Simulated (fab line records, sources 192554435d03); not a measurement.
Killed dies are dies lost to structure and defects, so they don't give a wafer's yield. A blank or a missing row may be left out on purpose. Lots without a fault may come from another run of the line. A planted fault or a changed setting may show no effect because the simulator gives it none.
Split-lot experiment | flow n5_finfet | 7 lots, 21 wafers read, on a route of 1938 steps

THE SPLIT
At N5_GATE_CUT_ALD_22 (deposits SiNx, target thk 16 nm, pulse time 1 s, ald cycles 320), the setting ald_cycles was moved away from the recipe's 320 on 4 of the 21 wafers read, by -9.4% to +15.9%. The other wafers ran this setting at the recipe's value.

The reading is taken at the split's own step.

THE READING
SiNx_of_GATE_CUT_ALD_22.thk_nm (the simulator's own value, which no gauge read), in nm, at N5_GATE_CUT_ALD_22 (deposits SiNx, target thk 16 nm, pulse time 1 s, ald cycles 320). The file gives no usual value for it. The 17 wafers here that ran the recipe average 16.0 nm, standard deviation 0.047 nm.

wafer  | tool, chamber at the split | ald_cycles as run | against the recipe | SiNx_of_GATE_CUT_ALD_22.thk_nm, nm | against lot-mates on the recipe
L075.2 | ald_sin-04, 1,2            | 320               | recipe             | 16                                 | -
L075.4 | ald_sin-04, 1,2            | 320               | recipe             | 16                                 | -
L075.5 | ald_sin-04, 1              | 296               | -7.5%              | 14.8                               | -1.2
L077.1 | ald_sin-03, 2              | 320               | recipe             | 16                                 | -
L077.2 | ald_sin-03, 3              | 371               | +15.9%             | 18.6                               | +2.6
L077.3 | ald_sin-03, 0              | 371               | +15.9%             | 18.4                               | +2.4
L080.1 | ald_sin-03, 1,0,2          | 320               | recipe             | 16                                 | -
L080.3 | ald_sin-03, 1,0,2          | 320               | recipe             | 16                                 | -
L080.6 | ald_sin-03, 1,0,2          | 320               | recipe             | 16                                 | -
L083.2 | ald_sin-01, 2,1,1          | 320               | recipe             | 16                                 | -
L083.4 | ald_sin-01, 2,1,1          | 320               | recipe             | 16                                 | -
L083.5 | ald_sin-01, 2,1,1          | 320               | recipe             | 16                                 | -
L085.3 | ald_sin-01, 3              | 320               | recipe             | 16.2                               | -
L085.5 | ald_sin-01, 0,1            | 320               | recipe             | 16                                 | -
L085.6 | ald_sin-01, 0,1            | 320               | recipe             | 16                                 | -
L090.2 | ald_sin-04, 3              | 320               | recipe             | 16                                 | -
L090.6 | ald_sin-04, 3              | 320               | recipe             | 16                                 | -
L090.5 | ald_sin-04, 0              | 290               | -9.4%              | 14.6                               | -1.4
L091.2 | ald_sin-03, 3,0,3          | 320               | recipe             | 16                                 | -
L091.3 | ald_sin-03, 3,0,3          | 320               | recipe             | 16                                 | -
L091.4 | ald_sin-03, 3,0,3          | 320               | recipe             | 16                                 | -
Where a row lists several chambers, the file gives one row for several wafers and doesn't say which wafer went through which chamber.

THE FIT
A straight line over all 21 wafers: SiNx_of_GATE_CUT_ALD_22.thk_nm changes by +0.156 nm for each +1% of ald_cycles; r = +1.00; the points scatter about the line by 0.057 nm.
The same after taking each lot's own level away (the mean of its wafers on the recipe; 21 wafers): +0.156 nm for each +1%; r = +1.00; scatter 0.052 nm.
On that fit, the largest move of ald_cycles shifts the reading by 2.5 nm.
The lots' own levels span 16.00 to 16.07 nm, that is 1.4 times the standard deviation above.
So the lot-to-lot level changes the slope little: the two slopes agree.
Check: with one of the wafers moved furthest among these (+15.9%) left out of the fit, the line predicts +2.41 nm for it against its lot-mates. It came out at +2.6 nm against them.

THE FILE'S OWN FIT
SiNx_of_GATE_CUT_ALD_22.thk_nm changes by +0.156 nm for each +1% of ald_cycles, r = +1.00.
